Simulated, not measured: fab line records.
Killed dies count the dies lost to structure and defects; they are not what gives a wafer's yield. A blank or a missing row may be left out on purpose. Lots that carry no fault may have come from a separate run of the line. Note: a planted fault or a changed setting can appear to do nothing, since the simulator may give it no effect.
Chamber matching || flow nand_harc || 4 sister chambers for NHARC_A_BONDPAD_STRIP_15 on rie_diel-09
The step strips in O2. 14 wafers are shown with their chamber, then 7 later ones without.

## WAFERS PAIRED WITH THEIR CHAMBERS
{"wafer": "L320.2", "chamber": 3, "drypump_motor_current_A (A)": 5.5, "oes_product_au (a.u.)": 1.003, "throttle_valve_pct (%)": 17.033}
{"wafer": "L320.3", "chamber": 2, "drypump_motor_current_A (A)": 5.6, "oes_product_au (a.u.)": 0.990, "throttle_valve_pct (%)": 17.026}
{"wafer": "L320.4", "chamber": 1, "drypump_motor_current_A (A)": 6.0, "oes_product_au (a.u.)": 0.987, "throttle_valve_pct (%)": 17.026}
{"wafer": "L322.2", "chamber": 0, "drypump_motor_current_A (A)": 5.8, "oes_product_au (a.u.)": 0.993, "throttle_valve_pct (%)": 17.048}
{"wafer": "L322.3", "chamber": 2, "drypump_motor_current_A (A)": 5.6, "oes_product_au (a.u.)": 0.998, "throttle_valve_pct (%)": 17.036}
{"wafer": "L322.4", "chamber": 1, "drypump_motor_current_A (A)": 6.0, "oes_product_au (a.u.)": 0.995, "throttle_valve_pct (%)": 17.010}
{"wafer": "L327.1", "chamber": 0, "drypump_motor_current_A (A)": 5.8, "oes_product_au (a.u.)": 0.987, "throttle_valve_pct (%)": 17.049}
{"wafer": "L327.2", "chamber": 2, "drypump_motor_current_A (A)": 5.6, "oes_product_au (a.u.)": 0.996, "throttle_valve_pct (%)": 17.021}
{"wafer": "L327.6", "chamber": 2, "drypump_motor_current_A (A)": 5.6, "oes_product_au (a.u.)": 0.993, "throttle_valve_pct (%)": 17.029}
{"wafer": "L328.2", "chamber": 3, "drypump_motor_current_A (A)": 5.5, "oes_product_au (a.u.)": 1.010, "throttle_valve_pct (%)": 17.027}
{"wafer": "L328.3", "chamber": 0, "drypump_motor_current_A (A)": 5.8, "oes_product_au (a.u.)": 0.991, "throttle_valve_pct (%)": 17.034}
{"wafer": "L328.5", "chamber": 3, "drypump_motor_current_A (A)": 5.4, "oes_product_au (a.u.)": 1.006, "throttle_valve_pct (%)": 17.035}
{"wafer": "L329.3", "chamber": 3, "drypump_motor_current_A (A)": 5.5, "oes_product_au (a.u.)": 0.995, "throttle_valve_pct (%)": 17.021}
{"wafer": "L329.5", "chamber": 2, "drypump_motor_current_A (A)": 5.6, "oes_product_au (a.u.)": 0.994, "throttle_valve_pct (%)": 17.041}

SIGNATURES (averages over the wafers above)
{"reading": "drypump_motor_current_A", "chamber 0": 5.800, "chamber 1": 6.000, "chamber 2": 5.600, "chamber 3": 5.475, "scatter within a chamber": 0.0274}
{"reading": "oes_product_au", "chamber 0": 0.99033, "chamber 1": 0.99100, "chamber 2": 0.99420, "chamber 3": 1.00350, "scatter within a chamber": 0.00457}
{"reading": "throttle_valve_pct", "chamber 0": 17.04367, "chamber 1": 17.01800, "chamber 2": 17.03060, "chamber 3": 17.02900, "scatter within a chamber": 0.00801}
Rule: for each reading, subtract the chamber's mean from the wafer's reading, divide by that reading's scatter and square the result; add these up over the readings and take the root, which gives the wafer's distance from the chamber. The wafer belongs to the nearest chamber; if the next one is less than 2 further off, it can't be placed. The scatter: take each reading less its chamber's mean, square it, sum over the shown wafers, divide by the number of wafers less the number of chambers, and take the root.

## WAFERS WITH NO CHAMBER GIVEN
{"wafer": "L329.6", "drypump_motor_current_A (A)": 5.5, "oes_product_au (a.u.)": 0.993, "throttle_valve_pct (%)": 17.020}
{"wafer": "L339.2", "drypump_motor_current_A (A)": 5.8, "oes_product_au (a.u.)": 0.999, "throttle_valve_pct (%)": 17.034}
{"wafer": "L339.3", "drypump_motor_current_A (A)": 5.5, "oes_product_au (a.u.)": 1.003, "throttle_valve_pct (%)": 17.048}
{"wafer": "L339.6", "drypump_motor_current_A (A)": 5.9, "oes_product_au (a.u.)": 1.006, "throttle_valve_pct (%)": 17.046}
{"wafer": "L340.1", "drypump_motor_current_A (A)": 5.6, "oes_product_au (a.u.)": 0.997, "throttle_valve_pct (%)": 17.049}
{"wafer": "L340.2", "drypump_motor_current_A (A)": 5.9, "oes_product_au (a.u.)": 0.990, "throttle_valve_pct (%)": 17.023}
{"wafer": "L340.4", "drypump_motor_current_A (A)": 5.8, "oes_product_au (a.u.)": 0.997, "throttle_valve_pct (%)": 17.022}

## CHAMBER TAKEN BY EACH
{"wafer": "L329.6", "from the rows above": "can't be placed: 3 or 2", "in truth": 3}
{"wafer": "L339.2", "from the rows above": 0, "in truth": 0}
{"wafer": "L339.3", "from the rows above": 3, "in truth": 3}
{"wafer": "L339.6", "from the rows above": "can't be placed: 0 or 1", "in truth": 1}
{"wafer": "L340.1", "from the rows above": 2, "in truth": 2}
{"wafer": "L340.2", "from the rows above": "can't be placed: 1 or 0", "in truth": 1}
{"wafer": "L340.4", "from the rows above": 0, "in truth": 0}
4 of 7 placed correctly. Cannot be placed on the basis of these rows: 3; the candidates contain the true chamber in 3. 0 placed wrongly.
